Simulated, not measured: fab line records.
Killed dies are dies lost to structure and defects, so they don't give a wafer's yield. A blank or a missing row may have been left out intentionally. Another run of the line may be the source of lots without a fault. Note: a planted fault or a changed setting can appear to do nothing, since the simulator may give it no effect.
Chamber matching + flow nandHarc + NHARC_P_GATE_ETCH_104 on rieDiel-08 has 4 sister chambers
The step etches the open film in CF4/CHF3, target depth 60 nm. 16 wafers are shown with their chamber, then 8 later ones without.

## EACH WAFER AND ITS CHAMBER
| wafer  | chamber | drypumpMotorCurrentA (A) | rfVppV (V) | throttleValvePct (%) |
|--------|---------|--------------------------|------------|----------------------|
| L074.1 | 0       | 5.47                     | 370.1      | 16.801               |
| L074.2 | 2       | 6.01                     | 367.2      | 16.802               |
| L074.3 | 1       | 5.91                     | 372.4      | 16.803               |
| L074.4 | 3       | 5.26                     | 368.5      | 16.804               |
| L074.5 | 1       | 5.91                     | 372.6      | 16.805               |
| L074.6 | 0       | 5.47                     | 371.1      | 16.797               |
| L078.4 | 0       | 5.47                     | 369.6      | 16.804               |
| L078.5 | 3       | 5.28                     | 367.4      | 16.818               |
| L078.6 | 2       | 6.01                     | 368.9      | 16.803               |
| L081.1 | 2       | 6.00                     | 367.3      | 16.791               |
| L081.2 | 1       | 5.92                     | 372.3      | 16.808               |
| L081.3 | 3       | 5.27                     | 367.1      | 16.796               |
| L086.2 | 0       | 5.46                     | 370.4      | 16.810               |
| L086.5 | 1       | 5.90                     | 372.3      | 16.820               |
| L086.6 | 0       | 5.47                     | 370.7      | 16.795               |
| L092.1 | 2       | 6.00                     | 367.4      | 16.805               |

SIGNATURES, as means of the wafers listed above
| reading              | chamber 0 | chamber 1 | chamber 2 | chamber 3 | scatter within a chamber |
|----------------------|-----------|-----------|-----------|-----------|--------------------------|
| drypumpMotorCurrentA | 5.4680    | 5.9100    | 6.0050    | 5.2700    | 0.00695                  |
| rfVppV               | 370.380   | 372.400   | 367.700   | 367.667   | 0.605                    |
| throttleValvePct     | 16.80140  | 16.80900  | 16.80025  | 16.80600  | 0.00754                  |
Rule: a wafer lies at a distance from a chamber equal to the root of the sum of squares, over the readings, of (its reading less the chamber's mean, divided by the reading's scatter). If the next closest chamber is less than 2 further off than the closest, the wafer can't be placed; otherwise it belongs to the closest. How the scatter is found: for the shown wafers, subtract from each reading the mean of its chamber, square and add these, divide the total by (wafers less chambers), then take the root.

## WAFERS WITH NO CHAMBER GIVEN
| wafer  | drypumpMotorCurrentA (A) | rfVppV (V) | throttleValvePct (%) |
|--------|--------------------------|------------|----------------------|
| L092.2 | 5.91                     | 372.6      | 16.803               |
| L092.5 | 5.91                     | 371.9      | 16.787               |
| L093.1 | 5.90                     | 372.9      | 16.806               |
| L093.2 | 5.99                     | 369.2      | 16.804               |
| L093.5 | 6.00                     | 371.0      | 16.801               |
| L096.1 | 5.92                     | 373.1      | 16.808               |
| L096.3 | 5.48                     | 369.4      | 16.806               |
| L096.4 | 5.28                     | 367.4      | 16.795               |

## WHICH CHAMBER EACH WENT THROUGH
| wafer  | from the rows above | in truth |
|--------|---------------------|----------|
| L092.2 | 1                   | 1        |
| L092.5 | 1                   | 1        |
| L093.1 | 1                   | 1        |
| L093.2 | 2                   | 2        |
| L093.5 | 2                   | 2        |
| L096.1 | 1                   | 1        |
| L096.3 | 0                   | 0        |
| L096.4 | 3                   | 3        |
8 of 8 placed correctly. Number that these rows cannot place: 0. Placed wrongly: 0.
